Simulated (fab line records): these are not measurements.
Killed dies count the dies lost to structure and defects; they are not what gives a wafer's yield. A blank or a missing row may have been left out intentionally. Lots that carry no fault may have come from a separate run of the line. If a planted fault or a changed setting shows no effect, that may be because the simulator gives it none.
Matching of chambers	flow n5Finfet	N5_ILD0_CMP_07 on cmp-03: 4 sister chambers
The step polishes SiO2 flowable, stops on poly-Si, t overpolish 1.18 s, target thk 138.88 nm. 8 wafers are shown with their chamber, then 11 later ones without.

WAFERS PAIRED WITH THEIR CHAMBERS
wafer	chamber	motorCurrentA (A)	retainingRingPressureFrac
L081.4	0	12.7	0.999
L081.5	3	11.7	1.000
L083.5	1	16.7	0.993
L083.6	2	11.4	1.000
L085.1	1	16.4	0.995
L085.3	0	12.7	0.997
L085.6	2	11.3	0.999
L092.2	3	11.4	1.005

WAFERS WHOSE CHAMBER IS MISSING
wafer	motorCurrentA (A)	retainingRingPressureFrac
L092.3	15.6	1.009
L092.4	11.2	0.997
L094.2	16.0	1.011
L094.3	11.6	0.999
L094.5	12.4	1.002
L095.4	16.5	1.006
L095.5	11.9	0.991
L095.6	11.0	0.995
L096.2	12.9	1.005
L096.3	15.7	1.006
L096.6	12.3	0.999

EACH ONE'S CHAMBER
wafer	from the rows above	in truth
L092.3	1	1
L092.4	can't be placed: 2 or 3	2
L094.2	1	1
L094.3	can't be placed: 2 or 3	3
L094.5	0	0
L095.4	1	1
L095.5	can't be placed: 2 or 3 or 0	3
L095.6	can't be placed: 2 or 3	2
L096.2	0	0
L096.3	1	1
L096.6	0	0
Placed correctly: 7 of 11. Can't be placed from these rows: 4 (the true chamber is among the candidates in 4). Number placed wrongly: 0.
How it was worked out, from the rows above alone: a wafer's distance from a chamber is the root of the sum, over the readings, of the square of ((its reading less the chamber's mean) divided by the reading's scatter). The wafer belongs to the nearest chamber; if the next one is less than 2 further off, it can't be placed. For every chamber, the mean is computed from those of its wafers that are shown. The scatter: the root of (the sum of the squares of (reading less its chamber's mean) over the shown wafers, divided by (wafers less chambers)).
